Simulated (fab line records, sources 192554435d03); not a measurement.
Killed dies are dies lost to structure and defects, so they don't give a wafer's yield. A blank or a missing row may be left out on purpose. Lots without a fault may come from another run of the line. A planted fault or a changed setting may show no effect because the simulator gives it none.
Chamber matching | flow n5_finfet | N5_BEOL_M0_SAQP_ETCH_102 on rie_si-06: 4 sister chambers
The step etches SiO2 in CF4, target depth 4 nm, time 4.4 s. 8 wafers are shown with their chamber, then 7 later ones without.

WAFERS WITH THEIR CHAMBER
wafer  | chamber | throttle_valve_pct (%) | drypump_motor_current_A (A)
L077.5 | 0       | 21.80                  | 5.8
L080.2 | 0       | 21.84                  | 5.8
L085.2 | 3       | 21.50                  | 5.7
L086.2 | 1       | 22.31                  | 6.2
L086.3 | 2       | 21.89                  | 5.9
L086.5 | 2       | 21.90                  | 5.9
L087.3 | 3       | 21.49                  | 5.7
L087.4 | 1       | 22.30                  | 6.1

WAFERS WITHOUT THEIR CHAMBER
wafer  | throttle_valve_pct (%) | drypump_motor_current_A (A)
L087.5 | 21.88                  | 6.0
L089.1 | 22.30                  | 6.1
L089.5 | 21.90                  | 5.9
L089.6 | 21.49                  | 5.7
L094.1 | 21.49                  | 5.7
L094.2 | 21.83                  | 5.8
L094.3 | 22.32                  | 6.1

WHICH CHAMBER EACH WENT THROUGH
wafer  | from the rows above | in truth
L087.5 | 2                   | 2
L089.1 | 1                   | 1
L089.5 | 2                   | 2
L089.6 | 3                   | 3
L094.1 | 3                   | 3
L094.2 | 0                   | 0
L094.3 | 1                   | 1
Placed correctly: 7 of 7. Can't be placed from these rows: 0. Placed wrongly: 0.
How it was worked out, from the rows above alone: a wafer's distance from a chamber is the root of the sum, over the readings, of the square of ((its reading less the chamber's mean) divided by the reading's scatter). The wafer belongs to the nearest chamber; if the next one is less than 2 further off, it can't be placed. A chamber's mean is the mean of its shown wafers. The scatter: the root of (the sum of the squares of (reading less its chamber's mean) over the shown wafers, divided by (wafers less chambers)).
